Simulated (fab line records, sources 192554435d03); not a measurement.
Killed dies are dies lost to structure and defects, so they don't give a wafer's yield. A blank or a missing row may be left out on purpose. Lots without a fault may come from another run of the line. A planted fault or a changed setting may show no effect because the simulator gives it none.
Split-lot experiment | flow n5_finfet | 7 lots, 21 wafers read, on a route of 1938 steps

THE SPLIT
At N5_BEOL_M3_COAT_76 (time 60 s, resist thk 5 nm), the setting spin_rpm was moved away from the recipe's 1500 rpm on 7 of the 21 wafers read, by -4.9% to +11.1%. The other wafers ran this setting at the recipe's value.

FROM THE SPLIT TO THE READING: what the file shows between them, 3 steps
- N5_BEOL_M3_COAT_22: resist thk 30 nm
- N5_BEOL_M3_EBR_24
- N5_BEOL_M3_DESCUM_33: chemistry O2, time 7 s

THE READING
etch.depth_nm (the simulator's own value, which no gauge read), in nm, at N5_BEOL_M3_ETCH_77 (etches underlayer in N2/H2, target depth 6.5 nm, time 5.2 s). The file gives no usual value for it. The 14 wafers here that ran the recipe average 4.991 nm, standard deviation 0.0094 nm.

wafer  | tool, chamber at the split | spin_rpm as run, rpm | against the recipe | etch.depth_nm, nm | against lot-mates on the recipe
L075.2 | litho_track-03, 0          | 1500                 | recipe             | 4.999             | -
L075.3 | litho_track-03, 0          | 1500                 | recipe             | 4.997             | -
L075.4 | litho_track-03, 0          | 1500                 | recipe             | 4.989             | -
L081.3 | litho_track-02, 0          | 1500                 | recipe             | 4.98              | -
L081.6 | litho_track-02, 0          | 1500                 | recipe             | 4.98              | -
L081.5 | litho_track-02, 0          | 1500                 | recipe             | 4.992             | -
L083.3 | litho_track-02, 0          | 1500                 | recipe             | 4.987             | -
L083.6 | litho_track-02, 0          | 1500                 | recipe             | 4.987             | -
L083.5 | litho_track-02, 0          | 1456                 | -2.9%              | 5.071             | +0.084
L085.4 | litho_track-03, 0          | 1426                 | -4.9%              | 5.103             | +0.131
L085.5 | litho_track-03, 0          | 1500                 | recipe             | 4.972             | -
L085.6 | litho_track-03, 0          | 1426                 | -4.9%              | 5.117             | +0.145
L089.1 | litho_track-01, 0          | 1500                 | recipe             | 5.011             | -
L089.3 | litho_track-01, 0          | 1666                 | +11.1%             | 4.762             | -0.249
L089.6 | litho_track-01, 0          | 1666                 | +11.1%             | 4.748             | -0.263
L094.1 | litho_track-03, 0          | 1656                 | +10.4%             | 4.754             | -0.239
L094.3 | litho_track-03, 0          | 1500                 | recipe             | 4.997             | -
L094.6 | litho_track-03, 0          | 1500                 | recipe             | 4.989             | -
L096.1 | litho_track-02, 0          | 1649                 | +9.9%              | 4.758             | -0.237
L096.4 | litho_track-02, 0          | 1500                 | recipe             | 4.99              | -
L096.5 | litho_track-02, 0          | 1500                 | recipe             | 4.999             | -

THE FIT
A straight line over all 21 wafers: etch.depth_nm changes by -0.0225 nm for each +1% of spin_rpm; r = -1.00; the points scatter about the line by 0.011 nm.
The same after taking each lot's own level away (the mean of its wafers on the recipe; 21 wafers): -0.024 nm for each +1%; r = -1.00; scatter 0.0084 nm.
On that fit, the largest move of spin_rpm shifts the reading by 0.27 nm.
The lots' own levels span 4.9720 to 5.0110 nm, that is 4.1 times the standard deviation above.
So the lot-to-lot level changes the slope little: the two slopes agree.
Check: with one of the wafers moved furthest among these (+11.1%) left out of the fit, the line predicts -0.266 nm for it against its lot-mates. It came out at -0.249 nm against them.

OTHER SPLITS ON THESE WAFERS
These wafers also went through other splits before the reading. Each is held against what the fit with the lots' levels taken away leaves over:
other split on the same wafers           | wafers away from the commonest value | r with etch.depth_nm (lot level and that fit taken away)
N5_MOL_CONTACT_COAG_CVD_140 target_thk_a | 7                                    | +0.07
N5_BEOL_M0_SAQP_ETCH_106 target_depth_a  | 7                                    | +0.22
N5_BEOL_M0_SAQP_ETCH_107 bias_w          | 5                                    | -0.15
N5_BEOL_M1_EXPOSE_08 dose_mj             | 7                                    | +0.21
N5_BEOL_M1_ETCH_74 bias_w                | 11                                   | +0.12
N5_BEOL_M2_DESCUM_16 time_s              | 10                                   | +0.14

THE FILE'S OWN FIT
etch.depth_nm changes by -0.0238 nm for each +1% of spin_rpm, r = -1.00.
